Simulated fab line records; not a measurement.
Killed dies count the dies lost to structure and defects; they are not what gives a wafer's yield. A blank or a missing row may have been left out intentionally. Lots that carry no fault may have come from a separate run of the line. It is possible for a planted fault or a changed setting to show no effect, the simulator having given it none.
Which tool is to blame? ; flow n5Finfet ; 9 lots with 27 wafers sampled at 5 steps, on a route of 1938 steps

== WHAT EACH GAUGE READ, for each wafer ==
N5_BEOL_M4_RC_MEAS_101.
lot;measured;on;DIBL_N (mV/V)
L571;day 8 18:02;prober-01;36.1 37.7 35.5
L582;day 11 18:47;prober-02;36.8 38.4 37.9
L586;day 12 16:38;prober-01;37.0 38.6 38.9
L587;day 12 13:56;prober-01;33.6 35.3 33.0
L588;day 12 18:17;prober-02;37.8 35.1 34.4
L590;day 13 21:52;prober-02;37.4 35.0 37.4

== EACH LOT AND THE TOOL THAT RAN IT (in order: tool; ch and the chambers of the sampled wafers; start) ==
lot;N5_MOL_CONTACT_COAG_ALD_27;N5_MOL_CONTACT_COAG_CMP_28;N5_MOL_CONTACT_COAG_DESCUM_88;N5_MOL_CONTACT_COAG_STRIP_96
L571;aldSin-02 ch 1,3, day 5 18:43;cmp-01 ch 1,3, day 5 20:17;rieDiel-05 ch 2,3, day 5 22:20;rieDiel-05 ch 0,2, day 5 23:05
L578;aldSin-02 ch 0,3, day 7 11:59;cmp-01 ch 1,2, day 7 13:36;rieDiel-04 ch 0,3, day 7 14:51;rieDiel-05 ch 1,2, day 7 15:23
L579;aldSin-04 ch 0,1,2, day 7 20:44;cmp-03 ch 1,2,3, day 7 22:18;rieDiel-03 ch 2,3, day 7 23:35;rieDiel-04 ch 1,3, day 8 00:08
L580;aldSin-03 ch 0,3, day 8 03:41;cmp-04 ch 1,2,3, day 8 05:23;rieDiel-03 ch 2,3, day 8 06:54;rieDiel-05 ch 1,2, day 8 07:26
L582;aldSin-04 ch 1,3, day 8 14:56;cmp-04 ch 1,2,3, day 8 16:33;rieDiel-05 ch 0,2, day 8 18:23;rieDiel-04 ch 1,2,3, day 8 19:15
L586;aldSin-02 ch 0,2,3, day 9 10:31;cmp-01 ch 1,2,3, day 9 12:07;rieDiel-05 ch 1,2, day 9 13:32;rieDiel-04 ch 2,3, day 9 14:36
L587;aldSin-04 ch 0,1,3, day 9 14:16;cmp-01 ch 1,3, day 9 15:50;rieDiel-04 ch 1,2, day 9 17:51;rieDiel-04 ch 0,2, day 9 18:24
L588;aldSin-04 ch 1,2,3, day 9 21:29;cmp-04 ch 0,1,3, day 9 23:05;rieDiel-04 ch 0,2,3, day 10 01:04;rieDiel-04 ch 0,1,3, day 10 01:36
L590;aldSin-03 ch 0,1,3, day 10 12:46;cmp-01 ch 0,1, day 10 14:20;rieDiel-03 ch 2,3, day 10 15:50;rieDiel-05 ch 2,3, day 10 16:28
- N5_MOL_CONTACT_COAG_ALD_27: deposits SiOC, target thk 17 nm, pulse time 1.5 s, time 2720 s.
- N5_MOL_CONTACT_COAG_CMP_28: polishes, stops on SiNx, t overpolish 0.85 s, target thk 14.522 nm.
- N5_MOL_CONTACT_COAG_DESCUM_88: chemistry O2, time 7 s.
- N5_MOL_CONTACT_COAG_STRIP_96: strips in N2/H2.

== THE ANSWER, worked out from the rows above alone ==
Rule: the lots themselves supply what counts as usual. The widest of any qualifying gaps counts: lots, ordered by their means at a reading, are off when they make up no more than a third of the lots, leave a main group of 4 or more, and stand apart from it by 3 or more times the standard deviation of that group's means. A main group is skipped when, at the precision printed for the reading in the tables above, its means are all equal. A lot without any number at a reading at which 4 lots or more have one is off too. The other lots that the step has rows for count as sound.
No lot is off on any of the readings shown, so nothing can be concluded from this.

== WHAT THE SIMULATOR PUT IN ==
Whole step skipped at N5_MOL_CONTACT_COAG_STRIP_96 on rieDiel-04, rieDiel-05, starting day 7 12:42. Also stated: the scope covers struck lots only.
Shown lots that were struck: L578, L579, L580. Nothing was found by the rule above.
